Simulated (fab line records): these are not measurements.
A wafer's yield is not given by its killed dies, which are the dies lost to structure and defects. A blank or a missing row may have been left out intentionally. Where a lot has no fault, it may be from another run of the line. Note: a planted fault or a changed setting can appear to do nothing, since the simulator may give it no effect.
fab line records -- flow n5_finfet -- part 1 of 2: steps 1 to 8 of 9
record: lots: 7, wafers: 21, last_day: 18
route steps=1938 shown BEOL_M8@1354 BEOL_M15@1830 PASSIVATION@1936
lots that met no fault: from a run of the same line without faults
start_h: hours from the record's opening day to when the first of the lot's shown wafers began -- wait_h: how many hours have passed since the lot's step before this one -- " repeats the value in the row above -- L1.1+2: one row covering several wafers at once -- - either no value or no given start -- * or withheld: withheld -- < > ~ a bound
route shown NAME@n: NAME is a module with steps in the file, n the number in the route of the first one -- usual: average and standard deviation across the fault-free wafers -- same: alike in all rows -- chamber/n: place in a boat -- sites: per-site readings -- _std_site: their standard deviation -- _edge_site: mean of outer sites minus mean of inner sites -- radius_mm: how far each site lies from the wafer's centre -- mask NAME#n: copy n -- behind: tool/chamber where the wafer was last shaped -- hold: what put the lot on hold/how long, in hours/how the hold closed -- device: names the non-switching transistor (n, p or np) -- end of line: at the end of the route, the tests of the same wafers -- step lacking rows: just its recipe -- killed: not the wafer's yield, but the dies lost to structure and defects at the first sort -- map: a wafer's dies, marking killed ones x, the rest . and places with no die _
set.NAME: the setting the step ran with; set.NAME@STEP: the setting that earlier step ran with -- model.NAME: the simulator's own value behind a step, which no gauge read
steps of the route over a sample of lots; a table a step, a row a wafer
services: when a tool's chamber went out of use (start_h, in hours from the record's first day, below 0 if earlier), for how many hours, and the reason
== steps ==
step: N5_BEOL_M8_STRIP_19
recipe: chemistry: O2, power_w: 400, temp_c: 40, pressure_mtorr: 30, rf_frequency_hz: 6e+07, bias_power_w: 0, overash_fraction: 0.2, o2_flow_sccm: 225
usual: drypump_motor_current_A: 5.7/0.37, oes_product_au: 0.78/0.097, rf_vpp_V: 3.7/0.59, showerhead_plenum_p_Torr: 2.10/0.089, throttle_valve_pct: 16.68/0.22
lot.wafer,tool,chamber,start_h,wait_h,drypump_motor_current_A,oes_product_au,rf_hours_counter_h,rf_vpp_V,showerhead_plenum_p_Torr,throttle_valve_pct
L134.2,rie_diel-06,3,234.14,0.1,5.7,0.78,148,3.5,2.19,16.78
L134.3,rie_diel-06,0,234.14,0.1,6.0,0.76,163,2.8,2.20,16.86
L134.4,rie_diel-06,1,234.14,0.1,5.8,0.94,2,3.8,2.05,16.44
L143.2,rie_diel-01,2,288.90,0.1,6.3,0.93,14,3.5,2.13,16.25
L143.4,rie_diel-01,1,288.90,0.1,6.1,0.69,239,4.3,2.04,16.91
L143.6,rie_diel-01,1,288.90,0.1,6.1,0.68,-,4.0,2.04,16.86
L144.1,rie_diel-01,2,298.28,0.1,6.3,0.92,17,3.9,2.13,16.25
L144.2,rie_diel-01,3,298.28,0.1,5.3,0.96,6,4.3,2.06,16.29
L144.6,rie_diel-01,1,298.28,0.1,6.1,0.68,-,3.2,2.04,16.90
L146.1,rie_diel-06,0,305.65,0.1,6.1,0.73,191,4.1,2.19,16.89
L146.2,rie_diel-06,1,305.65,0.1,5.8,0.88,27,3.2,2.04,16.51
L146.4,rie_diel-06,1,305.65,0.1,5.7,0.87,-,4.0,2.04,16.50
L147.1,rie_diel-06,1,318.66,0.1,5.8,0.88,31,3.2,2.04,16.49
L147.3,rie_diel-06,0,318.66,0.1,6.0,0.73,196,4.2,2.19,16.90
L147.4,rie_diel-06,0,318.66,0.1,6.0,0.72,-,4.6,2.19,16.91
L149.2,rie_diel-05,3,328.89,0.1,5.1,0.99,4,2.4,2.05,16.28
L149.4,rie_diel-05,1,328.89,0.1,6.6,0.88,65,3.1,2.23,16.84
L149.5,rie_diel-05,3,328.89,0.1,5.1,0.98,-,3.4,2.05,16.29
L151.1,rie_diel-05,2,354.44,0.1,5.4,0.86,47,3.9,2.22,16.38
L151.4,rie_diel-05,0,354.44,0.1,5.3,0.69,221,4.4,1.88,16.94
L151.6,rie_diel-05,1,354.44,0.1,6.6,0.88,-,3.5,2.23,16.85
step: N5_BEOL_M8_OVL_MEAS_29
recipe: points_per_wafer: 522
usual: V7_OVL: 0.1/0.65
lot.wafer,tool,chamber,start_h,wait_h,V7_OVL[nm]
L134.2,overlay-01,0,236.17,0.0,-0.2
L134.3,overlay-01,0,236.17,0.0,-0.5
L134.4,overlay-01,0,236.17,0.0,-0.7
L143.2,overlay-01,0,290.54,0.0,0.5
L143.4,overlay-01,0,290.54,0.0,-0.5
L143.6,overlay-01,0,290.54,0.0,0.4
L144.1,overlay-01,0,299.57,0.0,0.0
L144.2,overlay-01,0,299.57,0.0,0.7
L144.6,overlay-01,0,299.57,0.0,0.1
L146.1,overlay-01,0,308.47,0.0,-0.6
L146.2,overlay-01,0,308.47,0.0,0.0
L146.4,overlay-01,0,308.47,0.0,0.1
L147.1,overlay-01,0,320.19,0.0,0.0
L147.3,overlay-01,0,320.19,0.0,0.5
L147.4,overlay-01,0,320.19,0.0,0.5
L149.2,overlay-02,0,330.88,0.0,-0.2
L149.4,overlay-02,0,330.88,0.0,-0.4
L149.5,overlay-02,0,330.88,0.0,-1.1
L151.1,overlay-01,0,354.87,0.0,0.2
L151.4,overlay-01,0,354.87,0.0,0.8
L151.6,overlay-01,0,354.87,0.0,0.2
step: N5_BEOL_M8_TRENCH_ETCH_37
recipe: chemistry: C4F6/O2, target_depth_a: 934.78, target: SiCOH_lowk, time_s: 31.2, ion_energy_ev: 250, pressure_mtorr: 30, source_w: 345, bias_w: 185, Ar_flow_sccm: 300, C4F6_flow_sccm: 10, O2_flow_sccm: 10
usual: O2_flow_sccm: 10.00/0.03, drypump_motor_current_A: 5.7/0.38, oes_o_777_au: 0.79/0.092, oes_product_au: 0.79/0.095, rf_vpp_V: 665/10, run_length_s: 54.6/0.55, showerhead_plenum_p_Torr: 2.86/0.11, throttle_valve_pct: 20.92/0.18
lot.wafer,tool,chamber,start_h,wait_h,O2_flow_sccm,drypump_motor_current_A,oes_o_777_au,oes_product_au,rf_hours_counter_h,rf_vpp_V,run_length_s,showerhead_plenum_p_Torr,throttle_valve_pct
L134.2,rie_diel-06,1,236.53,-,9.99,5.7,0.94,0.96,3,667,55.0,2.82,20.95
L134.3,rie_diel-06,2,236.53,-,9.98,5.6,0.71,0.69,232,667,54.5,2.68,20.91
L134.4,rie_diel-06,3,236.53,-,9.99,5.7,0.76,0.78,148,679,55.2,2.96,21.01
L143.2,rie_diel-06,1,290.90,-,9.96,5.8,0.89,0.89,20,667,55.1,2.81,20.94
L143.4,rie_diel-06,1,290.90,-,9.99,5.8,0.88,0.89,-,666,55.0,2.81,20.96
L143.6,rie_diel-06,3,290.90,-,10.04,5.7,0.74,0.75,-,679,54.7,2.95,21.04
L144.1,rie_diel-06,1,299.94,-,9.99,5.7,0.89,0.88,24,665,55.5,2.81,20.96
L144.2,rie_diel-06,3,299.94,-,10.02,5.7,0.74,0.75,172,680,54.6,2.95,21.04
L144.6,rie_diel-06,3,299.94,-,9.95,5.7,0.74,0.75,-,680,48.1,2.95,21.05
L146.1,rie_diel-06,3,309.07,-,10.00,5.7,0.73,0.75,177,680,54.7,2.95,21.06
L146.2,rie_diel-06,0,309.07,-,10.02,6.1,0.74,0.73,193,658,53.5,2.93,20.98
L146.4,rie_diel-06,1,309.07,-,10.01,5.8,0.88,0.88,-,666,48.6,2.81,20.95
L147.1,rie_diel-05,1,320.56,-,9.95,6.6,0.88,0.88,62,659,54.2,3.02,21.16
L147.3,rie_diel-05,0,320.56,-,10.01,5.3,0.70,0.71,210,656,55.1,2.60,21.24
L147.4,rie_diel-05,3,320.56,-,9.99,5.2,0.99,1.00,1,649,54.9,2.82,20.69
L149.2,rie_diel-01,0,331.24,-,9.90,5.5,0.74,0.74,141,658,54.5,2.85,20.79
L149.4,rie_diel-01,0,331.24,-,9.94,5.4,0.75,0.73,-,660,55.1,2.85,20.79
L149.5,rie_diel-01,2,331.24,-,10.01,6.3,0.89,0.90,-,664,53.9,2.89,20.55
L151.1,rie_diel-05,0,355.24,-,9.99,5.3,0.70,0.70,221,655,55.3,2.60,21.28
L151.4,rie_diel-05,2,355.24,-,10.00,5.4,0.85,0.86,47,687,54.0,3.03,20.69
L151.6,rie_diel-05,0,355.24,-,10.02,5.3,0.70,0.71,-,655,55.3,2.60,21.28
step: N5_BEOL_M8_OCD_MEAS_38
usual: trench_depth_nm: 92.9/1.8
lot.wafer,tool,chamber,start_h,wait_h,trench_depth_nm
L134.2,ocd-02,-,236.69,-,97.2
L134.3,ocd-02,-,236.69,-,93.8
L134.4,ocd-02,-,236.69,-,93.6
L143.2,ocd-02,-,291.06,-,92.6
L143.4,ocd-02,-,291.06,-,94.7
L143.6,ocd-02,-,291.06,-,91.9
L144.1,ocd-02,-,300.09,-,94.4
L144.2,ocd-02,-,300.09,-,94.0
L144.6,ocd-02,-,300.09,-,74.0
L146.1,ocd-01,-,309.23,-,93.8
L146.2,ocd-01,-,309.23,-,91.4
L146.4,ocd-01,-,309.23,-,75.8
L147.1,ocd-01,-,320.71,-,95.6
L147.3,ocd-01,-,320.71,-,91.5
L147.4,ocd-01,-,320.71,-,92.5
L149.2,ocd-01,-,331.40,-,92.2
L149.4,ocd-01,-,331.40,-,91.1
L149.5,ocd-01,-,331.40,-,95.9
L151.1,ocd-02,-,355.39,-,91.3
L151.4,ocd-02,-,355.39,-,93.9
L151.6,ocd-02,-,355.39,-,92.1
step: N5_BEOL_M8_CURE_75
recipe: temp_c: 370, time_s: 120, ambient: DMADMS/He, material: SiCOH_lowk
usual: lamp_power_pct: 52.31/0.059, wafer_temp_C_max: 371.8/0.67
lot.wafer,tool,chamber,start_h,wait_h,lamp_power_pct,wafer_temp_C_max
L134.2,uv_cure-02,0,236.93,0.1,52.22,371.2
L134.3,uv_cure-02,0,236.93,0.1,52.30,372.0
L134.4,uv_cure-02,0,236.93,0.1,52.36,372.1
L143.2,uv_cure-02,2,291.30,0.1,52.31,371.6
L143.4,uv_cure-02,2,291.30,0.1,52.34,371.2
L143.6,uv_cure-02,2,291.30,0.1,52.32,371.4
L144.1,uv_cure-03,2,300.29,0.0,52.27,372.4
L144.2,uv_cure-03,2,300.29,0.0,52.35,372.9
L144.6,uv_cure-03,2,300.29,0.0,52.33,372.9
L146.1,uv_cure-01,1,309.43,0.0,52.42,371.2
L146.2,uv_cure-01,1,309.43,0.0,52.34,371.7
L146.4,uv_cure-01,1,309.43,0.0,52.43,371.5
L147.1,uv_cure-02,2,320.91,0.0,52.25,371.2
L147.3,uv_cure-02,2,320.91,0.0,52.33,371.4
L147.4,uv_cure-02,2,320.91,0.0,52.32,371.7
L149.2,uv_cure-01,1,331.69,0.1,52.30,371.6
L149.4,uv_cure-01,1,331.69,0.1,52.35,371.2
L149.5,uv_cure-01,1,331.69,0.1,52.32,371.4
L151.1,uv_cure-02,2,355.59,0.0,52.30,371.7
L151.4,uv_cure-02,2,355.59,0.0,52.22,371.6
L151.6,uv_cure-02,2,355.59,0.0,52.36,372.1
step: N5_BEOL_M8_THK_MEAS_53
recipe: thk_meas_gauge: xrf, reads: Cu_of_BEOL_M8_ECD_50
usual: M8_THK: 80.5/2.2
lot.wafer,tool,chamber,start_h,wait_h,M8_THK[nm]
L134.2,film_metro-02,-,238.97,-,85.8
L134.3,film_metro-02,-,238.97,-,83.2
L134.4,film_metro-02,-,238.97,-,84.0
L143.2,film_metro-02,-,293.07,-,82.3
L143.4,film_metro-02,-,293.07,-,85.9
L143.6,film_metro-02,-,293.07,-,80.3
L144.1,film_metro-02,-,303.03,-,81.4
L144.2,film_metro-02,-,303.03,-,81.4
L144.6,film_metro-02,-,303.03,-,62.2
L146.1,film_metro-02,-,311.82,-,82.3
L146.2,film_metro-02,-,311.82,-,80.6
L146.4,film_metro-02,-,311.82,-,64.5
L147.1,film_metro-01,-,323.17,-,82.8
L147.3,film_metro-01,-,323.17,-,77.4
L147.4,film_metro-01,-,323.17,-,81.2
L149.2,film_metro-02,-,333.77,-,77.5
L149.4,film_metro-02,-,333.77,-,78.0
L149.5,film_metro-02,-,333.77,-,81.1
L151.1,film_metro-01,-,357.70,-,78.6
L151.4,film_metro-01,-,357.70,-,81.4
L151.6,film_metro-01,-,357.70,-,80.2
step: N5_BEOL_M8_RS_MEAS_57
recipe: thk_meas_gauge: four-point-probe, reads: Cu_of_BEOL_M8_ECD_50+Co_of_BEOL_M8_CVD_78+TaN_of_BEOL_M8_ALD_77
usual: M8_RS: 0.288/0.0089
lot.wafer,tool,chamber,start_h,wait_h,M8_RS[ohm/sq]
L134.2,film_metro-02,-,239.10,0.1,0.268
L134.3,film_metro-02,-,239.10,0.1,0.277
L134.4,film_metro-02,-,239.10,0.1,0.275
L143.2,film_metro-02,-,293.20,0.1,0.284
L143.4,film_metro-02,-,293.20,0.1,0.270
L143.6,film_metro-02,-,293.20,0.1,0.292
L144.1,film_metro-01,-,303.16,0.1,0.284
L144.2,film_metro-01,-,303.16,0.1,0.286
L144.6,film_metro-01,-,303.16,0.1,0.394
L146.1,film_metro-02,-,311.95,0.1,0.285
L146.2,film_metro-02,-,311.95,0.1,0.293
L146.4,film_metro-02,-,311.95,0.1,0.382
L147.1,film_metro-02,-,323.30,0.1,0.279
L147.3,film_metro-02,-,323.30,0.1,0.301
L147.4,film_metro-02,-,323.30,0.1,0.286
L149.2,film_metro-01,-,333.90,0.1,0.297
L149.4,film_metro-01,-,333.90,0.1,0.296
L149.5,film_metro-01,-,333.90,0.1,0.281
L151.1,film_metro-02,-,357.86,0.1,0.295
L151.4,film_metro-02,-,357.86,0.1,0.284
L151.6,film_metro-02,-,357.86,0.1,0.287
step: N5_BEOL_M15_RC_MEAS_101
usual: COMB_M10: 1.43e-11/2.7e-12, COMB_M11: 1.4e-11/3e-12, COMB_M12: 6.3e-12/1.4e-12, COMB_M13: 4.7e-12/1.1e-12, COMB_M14: 3.6e-12/9e-13, COMB_M15: 2.4e-12/7.4e-13, COMB_M15_max_site: 3.4e-12/9.8e-13, COMB_M5: 3.6e-11/7.1e-12, COMB_M6: 2.6e-11/5.6e-12, COMB_M7: 2.6e-11/5.9e-12, COMB_M7_max_site: 3.7e-11/9.5e-12, COMB_M9: 1.4e-11/3e-12, SERP_M10: 3.09/0.099, SERP_M11: 3.12/0.094, SERP_M12: 0.640/0.018, SERP_M13: 0.310/0.0056, SERP_M14: 0.160/0.0051, SERP_M5: 39.1/1.8, SERP_M6: 13.9/0.56, SERP_M7: 14.1/0.6, SERP_M8: 13.9/0.59, SERP_M8_max_site: 14.5/0.65, SERP_M9: 3.09/0.086
lot.wafer,tool,chamber,start_h,wait_h,COMB_M10[S/m],COMB_M11[S/m],COMB_M12[S/m],COMB_M13[S/m],COMB_M14[S/m],COMB_M15[S/m],COMB_M15_max_site[S/m],COMB_M5[S/m],COMB_M6[S/m],COMB_M7[S/m],COMB_M7_max_site[S/m],COMB_M9[S/m],SERP_M10[ohm/um],SERP_M11[ohm/um],SERP_M12[ohm/um],SERP_M13[ohm/um],SERP_M14[ohm/um],SERP_M5[ohm/um],SERP_M6[ohm/um],SERP_M7[ohm/um],SERP_M8[ohm/um],SERP_M8_max_site[ohm/um],SERP_M9[ohm/um]
L134.2,prober-02,0,287.02,0.2,1.03e-11,1.1e-11,7.9e-12,4.9e-12,5.5e-12,2.6e-12,3.8e-12,1.7e-11,2.8e-11,1.7e-11,2e-11,2e-11,3.10,2.98,0.661,0.312,0.162,39.4,13.7,14.7,12.7,13.4,3.16
L134.3,prober-02,0,287.02,0.2,1.23e-11,1.1e-11,5.2e-12,6.7e-12,5.5e-12,3.1e-12,3.6e-12,2.3e-11,2.4e-11,1.8e-11,2.4e-11,1.5e-11,3.05,3.04,0.653,0.311,0.164,39.4,15.1,15.4,13.1,13.9,3.18
L134.4,prober-02,0,287.02,0.2,1e-11,1.1e-11,5.4e-12,5.6e-12,4.1e-12,1.9e-12,2.5e-12,3.2e-11,2.9e-11,1.8e-11,3.2e-11,1.2e-11,3.12,2.98,0.638,0.310,0.157,42.1,14.1,12.7,12.9,13.6,3.10
L143.2,prober-01,0,350.44,0.2,1.35e-11,1.7e-11,5e-12,5.2e-12,2.7e-12,2.2e-12,4.1e-12,3.4e-11,2.1e-11,2.8e-11,3.6e-11,1.3e-11,3.16,3.27,0.621,0.315,0.158,40.0,13.9,13.6,14.0,14.8,2.99
L143.4,prober-01,0,350.44,0.2,1.45e-11,1.9e-11,4.7e-12,3.4e-12,2.1e-12,2.2e-12,4.9e-12,3e-11,1.9e-11,3.8e-11,4.5e-11,1.8e-11,2.98,3.23,0.627,0.314,0.154,39.5,13.0,14.3,13.2,13.4,3.08
L143.6,prober-01,0,350.44,0.2,1.79e-11,1.5e-11,6.7e-12,3.1e-12,3.2e-12,3.4e-12,4.4e-12,3.6e-11,2.1e-11,2.6e-11,3.5e-11,1.2e-11,3.32,3.17,0.644,0.312,0.158,38.9,13.5,14.4,13.9,15.2,3.14
L144.1,prober-01,0,361.08,0.0,1.27e-11,1.5e-11,5.9e-12,3.5e-12,2.4e-12,1.3e-12,3.1e-12,3e-11,2.4e-11,3e-11,4.1e-11,1.2e-11,3.01,3.10,0.634,0.313,0.160,35.0,14.0,14.6,13.8,14.7,3.13
L144.2,prober-01,0,361.08,0.0,1.79e-11,1.4e-11,6.8e-12,4.6e-12,3.7e-12,2.2e-12,2.7e-12,3.8e-11,1.8e-11,3.1e-11,4.5e-11,1.2e-11,2.90,3.03,0.607,0.301,0.155,37.4,13.9,13.4,13.7,15.0,3.09
L144.6,prober-01,0,361.08,0.0,1.85e-11,1.8e-11,5.2e-12,5.5e-12,2.8e-12,3e-12,4e-12,3.9e-11,2.6e-11,2.5e-11,3.3e-11,1.2e-11,2.93,3.05,0.618,0.307,0.155,38.9,13.4,14.6,18.8,19.4,3.09
L146.1,prober-01,0,368.55,0.0,1.4e-11,1e-11,6.1e-12,5.8e-12,2.7e-12,1.1e-12,2e-12,2.9e-11,2.9e-11,2.3e-11,2.6e-11,1.3e-11,2.98,3.01,0.636,0.314,0.161,40.8,13.7,13.7,13.7,14.0,3.05
L146.2,prober-01,0,368.55,0.0,1.36e-11,1.3e-11,4.9e-12,7e-12,2.7e-12,1.2e-12,1.6e-12,4.5e-11,3.2e-11,2.2e-11,3.2e-11,8e-12,3.24,2.98,0.656,0.319,0.166,39.6,14.0,14.7,13.2,13.5,3.15
L146.4,prober-01,0,368.55,0.0,1.01e-11,1.1e-11,6e-12,4.7e-12,2.7e-12,1.9e-12,3.6e-12,3.1e-11,2.7e-11,2.7e-11,3.1e-11,7e-12,3.01,3.03,0.650,0.316,0.156,39.0,14.7,13.7,17.3,18.0,3.06
L149.2,prober-01,0,386.61,0.2,1.14e-11,1.2e-11,4.3e-12,3e-12,2.5e-12,1.4e-12,2.1e-12,4.8e-11,3.8e-11,2.6e-11,3.4e-11,1.6e-11,3.03,3.33,0.628,0.316,0.164,39.1,15.1,14.4,14.1,14.5,3.10
L149.4,prober-01,0,386.61,0.2,1e-11,1.3e-11,5.8e-12,2.3e-12,3.2e-12,1.8e-12,2.2e-12,3.4e-11,2.6e-11,2.4e-11,3.9e-11,1.8e-11,3.03,3.18,0.639,0.319,0.154,39.6,13.4,13.2,13.8,14.9,3.06
L149.5,prober-01,0,386.61,0.2,1.67e-11,1.4e-11,6.1e-12,5e-12,3.9e-12,2.3e-12,4.2e-12,4.2e-11,2.7e-11,2.7e-11,3.4e-11,1.4e-11,3.12,3.27,0.633,0.311,0.154,39.9,14.4,13.8,13.6,14.0,3.05
L147.1,prober-02,0,386.93,0.0,1.44e-11,1.1e-11,5.5e-12,5.1e-12,4.9e-12,4.1e-12,5.1e-12,4.9e-11,1.8e-11,3.7e-11,4.2e-11,1.9e-11,3.13,3.22,0.647,0.306,0.151,39.7,14.3,13.9,13.0,13.9,3.18
L147.3,prober-02,0,386.93,0.0,1.38e-11,1.6e-11,5.8e-12,4e-12,3.5e-12,3.9e-12,4.5e-12,3.5e-11,3.8e-11,2.6e-11,4.2e-11,1.4e-11,3.00,3.29,0.648,0.314,0.162,43.0,13.3,14.3,14.3,14.6,3.23
L147.4,prober-02,0,386.93,0.0,1.22e-11,1.2e-11,5.7e-12,5.2e-12,4e-12,2.8e-12,3.5e-12,4.1e-11,3e-11,2.2e-11,3.2e-11,1.6e-11,3.06,3.34,0.640,0.307,0.157,41.1,13.8,14.0,14.1,14.7,3.22
L151.1,prober-02,0,416.58,0.0,1.07e-11,9e-12,6.9e-12,5.9e-12,3.7e-12,3.1e-12,5.1e-12,2.5e-11,3.5e-11,2.9e-11,3.9e-11,1.6e-11,3.00,3.17,0.666,0.307,0.171,38.5,13.8,13.4,15.0,15.7,3.18
L151.4,prober-02,0,416.58,0.0,1.47e-11,1.2e-11,6.2e-12,4.7e-12,4.2e-12,4e-12,5.6e-12,2.8e-11,3.3e-11,2.6e-11,3.8e-11,1.6e-11,3.05,3.14,0.641,0.296,0.167,39.9,14.5,14.6,14.0,14.4,3.31
L151.6,prober-02,0,416.58,0.0,1.38e-11,1.3e-11,5.3e-12,5.7e-12,4.3e-12,2.7e-12,3.7e-12,3.2e-11,3.5e-11,2.2e-11,2.7e-11,1.6e-11,3.09,3.19,0.653,0.312,0.169,38.0,13.5,14.2,14.4,14.7,3.11
sites SERP_M8 radius_mm=0,75,75,75,75,140,140,140,140
L134.2 12.5 12.7 12.6 12.3 12.3 13.4 12.9 12.7 13.0
L143.2 14.3 14.8 14.0 14.6 14.5 13.8 13.3 13.6 13.7
L144.1 13.4 13.7 13.4 13.7 13.9 14.7 14.4 13.8 14.4
L146.1 13.8 14.0 14.0 13.8 13.6 13.6 13.7 13.5 13.7
L149.2 13.0 13.7 13.8 14.2 13.7 14.4 14.1 14.5 14.3
L147.1 13.9 13.0 13.7 13.7 13.9 12.9 13.0 12.9 12.9
L151.1 15.7 15.0 15.2 15.3 15.5 13.5 13.7 14.2 14.4
== key ==
first_sign: step: N5_BEOL_M8_TRENCH_ETCH_37, reading: run_length_s, direction: down, sigmas: 11, usual: *, struck: *
effect: step: N5_BEOL_M8_OCD_MEAS_38, reading: trench_depth_nm, direction: down, sigmas: 10, usual: 92.9, struck: 74.9
effect: step: N5_BEOL_M8_THK_MEAS_53, reading: M8_THK, direction: down, sigmas: 8, usual: 80.5, struck: 63.4
effect: step: N5_BEOL_M8_RS_MEAS_57, reading: M8_RS, direction: up, sigmas: 11, usual: 0.288, struck: 0.388
effect: step: N5_BEOL_M15_RC_MEAS_101, reading: SERP_M8, direction: up, sigmas: 7, usual: 13.9, struck: 18.1
met_at N5_BEOL_M8_TRENCH_ETCH_37
struck_lots L144,L146
struck_wafers L144.6,L146.4
not_acting_at N5_BEOL_M8_STRIP_19,N5_BEOL_M8_OVL_MEAS_29,N5_BEOL_M8_CURE_75
onset_between 290.90 299.94
fault: kind: process_parameter_drift, tool: rie_diel-06, chamber: -, onset_h: 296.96, steps: N5_BEOL_M8_TRENCH_ETCH_37, channel: time_s, offset: *, shape: step, end_h: 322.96, scope: struck_wafers_only, acts_in: *, stated: *
